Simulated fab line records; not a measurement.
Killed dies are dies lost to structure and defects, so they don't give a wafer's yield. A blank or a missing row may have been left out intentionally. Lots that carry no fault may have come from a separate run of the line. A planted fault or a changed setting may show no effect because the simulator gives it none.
The tool behind it: which one? | flow n5-finfet | 27 wafers from 9 lots sampled at 5 of the route's 1938 steps

WHAT THE GAUGES SHOWED, per wafer
N5_BEOL_M4_RC_MEAS_101. Usual: DIBL_N 36.3 mV/V, standard deviation 1.6; DIBL_P 36.4 mV/V, standard deviation 2.1; IOFF_N 0.16 nA/um, standard deviation 0.032; IOFF_P 0.22 nA/um, standard deviation 0.044; ION_N 675 uA/um, standard deviation 12; ION_P 463 uA/um, standard deviation 8.3; SS_N 71.6 mV/dec, standard deviation 0.64; SS_P 73.3 mV/dec, standard deviation 0.67; VT_N 250 mV, standard deviation 3.3; VT_P -250 mV, standard deviation 3.7.
lot  | measured     | on        | DIBL_N (mV/V)  | DIBL_P (mV/V)  | IOFF_N (nA/um) | IOFF_P (nA/um) | ION_N (uA/um) | ION_P (uA/um) | SS_N (mV/dec)  | SS_P (mV/dec)  | VT_N (mV)   | VT_P (mV)      | flag
L661 | day 9 17:16  | prober-01 | 37.6 35.8 35.0 | 38.7 35.3 35.0 | 0.17 0.13 0.12 | 0.21 0.16 0.16 | 675 672 666   | 462 452 455   | 72.0 71.6 70.9 | 73.9 72.1 72.7 | 248 252 252 | -250 -256 -255 |
L663 | day 10 02:59 | prober-01 | 36.7 36.5 37.5 | 36.5 36.4 37.5 | 0.17 0.16 0.18 | 0.22 0.20 0.22 | 675 664 682   | 470 455 469   | 71.0 71.4 72.1 | 73.9 72.9 74.1 | 248 251 248 | -249 -251 -248 |
L665 | day 10 15:55 | prober-01 | 35.5 35.7 34.7 | 36.4 36.0 34.5 | 0.16 0.15 0.13 | 0.22 0.21 0.18 | 679 668 663   | 465 457 451   | 71.4 71.8 71.7 | 73.5 72.9 73.5 | 248 251 253 | -251 -248 -250 |
L666 | day 11 12:28 | prober-01 | 36.8 36.9 37.2 | 38.9 38.7 40.1 | 0.19 0.19 0.20 | 0.26 0.26 0.29 | 690 682 697   | 472 471 486   | 71.3 71.8 71.9 | 74.1 73.6 74.9 | 249 249 247 | -248 -248 -245 |
L669 | day 12 20:27 | prober-01 | 37.5 38.0 37.4 | 36.6 38.8 37.6 | 0.17 0.20 0.18 | 0.23 0.28 0.25 | 674 689 680   | 463 475 464   | 71.9 71.8 71.6 | 73.4 73.5 73.1 | 247 246 247 | -249 -247 -244 |
L670 | day 12 23:00 | prober-02 | 33.7 38.6 35.6 | 32.9 38.7 35.8 | 0.13 0.22 0.17 | 0.20 0.29 0.26 | 674 694 696   | 469 472 479   | 71.2 72.7 71.5 | 71.8 74.4 73.3 | 250 243 249 | -247 -245 -244 |
L676 | day 13 20:44 | prober-01 | 38.0 33.7 34.7 | 37.5 32.2 33.5 | 0.20 0.12 0.13 | 0.26 0.17 0.18 | 699 654 674   | 471 452 461   | 72.3 70.6 71.4 | 74.3 72.7 74.0 | 246 253 251 | -244 -250 -251 |
L679 | day 14 09:46 | prober-01 | 34.4 35.5 38.4 | 34.3 36.6 40.4 | 0.15 0.17 0.24 | 0.21 0.25 0.32 | 678 699 690   | 465 479 468   | 71.0 72.3 72.9 | 72.0 73.0 74.0 | 246 247 243 | -247 -246 -243 |
L682 | day 16 21:25 | prober-01 | 35.7 37.1 35.8 | 34.9 36.6 35.0 | 0.15 0.17 0.15 | 0.21 0.23 0.21 | 665 670 680   | 459 462 463   | 71.9 72.6 72.4 | 72.9 73.0 72.9 | 250 248 253 | -250 -248 -251 |

WHICH TOOL RAN EACH LOT (tool, then ch and the chambers of the sampled wafers, then the start)
lot  | N5_GATE_CUT_ETCH_19               | N5_GATE_CUT_VAPOR_ETCH_48         | N5_GATE_CUT_CMP_61           | N5_MOL_CONTACT_COAG_COAT_103
L661 | rie-diel-01 ch 1,2, day 5 05:16   | rie-metal-02 ch 0,1, day 5 05:34  | cmp-01 ch 1,3, day 5 08:29   | litho-track-04 ch 0, day 5 08:45
L663 | rie-diel-05 ch 0,1,2, day 5 13:23 | rie-metal-03 ch 0,1, day 5 13:41  | cmp-01 ch 0,1,2, day 5 16:16 | litho-track-04 ch 0, day 5 16:30
L665 | rie-diel-04 ch 0,3, day 6 01:14   | rie-metal-01 ch 0,1, day 6 01:31  | cmp-02 ch 1,3, day 6 04:29   | litho-track-03 ch 0, day 6 04:45
L666 | rie-diel-05 ch 0,1,3, day 6 10:32 | rie-metal-01 ch 1, day 6 10:49    | cmp-01 ch 1,3, day 6 13:27   | litho-track-04 ch 0, day 6 13:41
L669 | rie-diel-01 ch 1,2,3, day 7 02:14 | rie-metal-02 ch 0,1, day 7 02:31  | cmp-04 ch 1,2,3, day 7 05:08 | litho-track-04 ch 0, day 7 05:20
L670 | rie-diel-01 ch 0,2,3, day 7 10:32 | rie-metal-02 ch 0,1, day 7 10:49  | cmp-01 ch 2,3, day 7 13:59   | litho-track-01 ch 0, day 7 14:16
L676 | rie-diel-01 ch 0,2, day 8 17:45   | rie-metal-02 ch 0,1, day 8 18:02  | cmp-02 ch 0,1,3, day 8 20:47 | litho-track-03 ch 0, day 8 21:03
L679 | rie-diel-05 ch 2,3, day 9 14:11   | rie-metal-03 ch 0,1, day 9 14:29  | cmp-04 ch 0,1,3, day 9 17:06 | litho-track-04 ch 0, day 9 17:19
L682 | rie-diel-01 ch 1,2, day 10 04:30  | rie-metal-02 ch 0,1, day 10 04:48 | cmp-02 ch 1,2, day 10 07:23  | litho-track-03 ch 0, day 10 07:37
- N5_GATE_CUT_ETCH_19: etches SiNx in CH3F/O2, target depth 53.7 nm, time 76.7 s.
- N5_GATE_CUT_VAPOR_ETCH_48: etches TiN in BCl3/Cl2.
- N5_GATE_CUT_CMP_61: polishes, stops on SiNx, t overpolish 3 s.
- N5_MOL_CONTACT_COAG_COAT_103: time 60 s, resist thk 80 nm.

AS READ BY THE TOOLS THEMSELVES (means over the sampled wafers that have a number; for cases with no such wafer, the mark the record gives instead)
N5_GATE_CUT_ETCH_19. Usual: CH3F_flow_sccm 30.00 sccm, standard deviation 0.097; O2_flow_sccm 20.00 sccm, standard deviation 0.06; drypump-motor-current-A 5.7 A, standard deviation 0.51; etch-rf-on-time-s 76.0 s, standard deviation 1.1; oes-product-au 0.69 a.u., standard deviation 0.07; rf-vpp-V 297 V, standard deviation 5.6; showerhead-plenum-p-Torr 2.02 Torr, standard deviation 0.057; throttle-valve-pct 16.40 %, standard deviation 0.22.
lot  | tool        | CH3F_flow_sccm (sccm) | O2_flow_sccm (sccm) | drypump-motor-current-A (A) | etch-rf-on-time-s (s) | oes-product-au (a.u.) | rf-vpp-V (V) | showerhead-plenum-p-Torr (Torr) | throttle-valve-pct (%) | flag
L661 | rie-diel-01 | 30.09                 | 19.97               | 5.8                         | 74.4                  | 0.68                  | 298          | 2.05                            | 16.16                  |
L663 | rie-diel-05 | 30.01                 | 19.98               | 5.4                         | 76.0                  | 0.69                  | 294          | 2.05                            | 16.46                  |
L665 | rie-diel-04 | 29.93                 | 19.97               | 5.8                         | 76.2                  | 0.62                  | 301          | 1.99                            | 16.64                  |
L666 | rie-diel-05 | 29.95                 | 20.02               | 5.2                         | 76.0                  | 0.72                  | 294          | 2.05                            | 16.38                  |
L669 | rie-diel-01 | 30.04                 | 20.00               | 5.9                         | 75.3                  | 0.71                  | 295          | 2.02                            | 16.23                  |
L670 | rie-diel-01 | 30.02                 | 19.97               | 5.8                         | 76.4                  | 0.70                  | 301          | 2.02                            | 16.42                  |
L676 | rie-diel-01 | 30.01                 | 19.97               | 5.5                         | 74.9                  | 0.69                  | 301          | 2.04                            | 16.36                  |
L679 | rie-diel-05 | 29.96                 | 20.03               | 5.2                         | 75.8                  | 0.71                  | 292          | 1.95                            | 16.29                  |
L682 | rie-diel-01 | 29.99                 | 20.03               | 5.5                         | 74.8                  | 0.68                  | 297          | 2.04                            | 16.19                  |

N5_GATE_CUT_VAPOR_ETCH_48. Usual: drypump-motor-current-A 5.5 A, standard deviation 0.63; oes-product-au 0.77 a.u., standard deviation 0.13.
lot  | tool         | drypump-motor-current-A (A) | oes-product-au (a.u.) | flag
L661 | rie-metal-02 | 5.3                         | 0.73                  |
L663 | rie-metal-03 | 5.7                         | 0.71                  |
L665 | rie-metal-01 | 5.4                         | 0.83                  |
L666 | rie-metal-01 | 5.7                         | 0.83                  |
L669 | rie-metal-02 | 5.8                         | 0.81                  |
L670 | rie-metal-02 | 5.4                         | 0.71                  |
L676 | rie-metal-02 | 5.9                         | 0.79                  |
L679 | rie-metal-03 | 5.4                         | 0.75                  |
L682 | rie-metal-02 | 5.4                         | 0.69                  |

N5_GATE_CUT_CMP_61. Usual: motor-current-A reads 12.6 A (standard deviation 1.7).
lot  | tool   | motor-current-A (A) | flag
L661 | cmp-01 | 10.5                |
L663 | cmp-01 | 13.0                |
L665 | cmp-02 | 13.0                |
L666 | cmp-01 | 10.7                |
L669 | cmp-04 | 12.4                |
L670 | cmp-01 | 12.1                |
L676 | cmp-02 | 13.5                |
L679 | cmp-04 | 12.1                |
L682 | cmp-02 | 12.7                |

N5_MOL_CONTACT_COAG_COAT_103. Usual: exhaust-pa 44.9 Pa, standard deviation 1; heater-power-total-W 500.2 W, standard deviation 1.9; plate-temp-C 250.02 C, standard deviation 0.17; resist-line-temp-C 22.98 C, standard deviation 0.13.
lot  | tool           | exhaust-pa (Pa) | heater-power-total-W (W) | plate-temp-C (C) | resist-line-temp-C (C) | flag
L661 | litho-track-04 | 44.5            | 499.9                    | 250.02           | 23.04                  |
L663 | litho-track-04 | 44.0            | 478.8                    | 240.79           | 22.81                  | OFF
L665 | litho-track-03 | 45.1            | 500.3                    | 250.16           | 22.97                  |
L666 | litho-track-04 | 44.2            | 477.2                    | 240.70           | 22.95                  | OFF
L669 | litho-track-04 | 44.3            | 476.6                    | 240.76           | 22.76                  | OFF
L670 | litho-track-01 | 45.5            | 499.8                    | 250.22           | 23.00                  |
L676 | litho-track-03 | 45.3            | 500.9                    | 250.07           | 22.93                  |
L679 | litho-track-04 | 45.4            | 500.2                    | 250.06           | 23.01                  |
L682 | litho-track-03 | 47.6            | 499.9                    | 250.08           | 22.99                  |

THE ANSWER, worked out from the rows above alone
Rule: a lot counts as off when the mean over its wafers that have a number is more than 3 standard deviations away from the usual mean. A lot without any number at a reading at which 4 lots or more have one is off too. Where the step has rows for the other lots, those lots are counted as sound. Order of review: gauges by route order, followed by the tools' own readings, for which a lot's mean as printed above is used. The first step at which some lot is off is used, and at that step the reading that is off furthest; a lot without a number counts as furthest.
Off at N5_MOL_CONTACT_COAG_COAT_103 (plate-temp-C): L663, L666, L669.
A tool fits if, at that step or a process step before it, it ran every lot that is off, and no sound lot after the first of them. No candidate that was tried fits.

WHAT THE SIMULATOR PUT IN
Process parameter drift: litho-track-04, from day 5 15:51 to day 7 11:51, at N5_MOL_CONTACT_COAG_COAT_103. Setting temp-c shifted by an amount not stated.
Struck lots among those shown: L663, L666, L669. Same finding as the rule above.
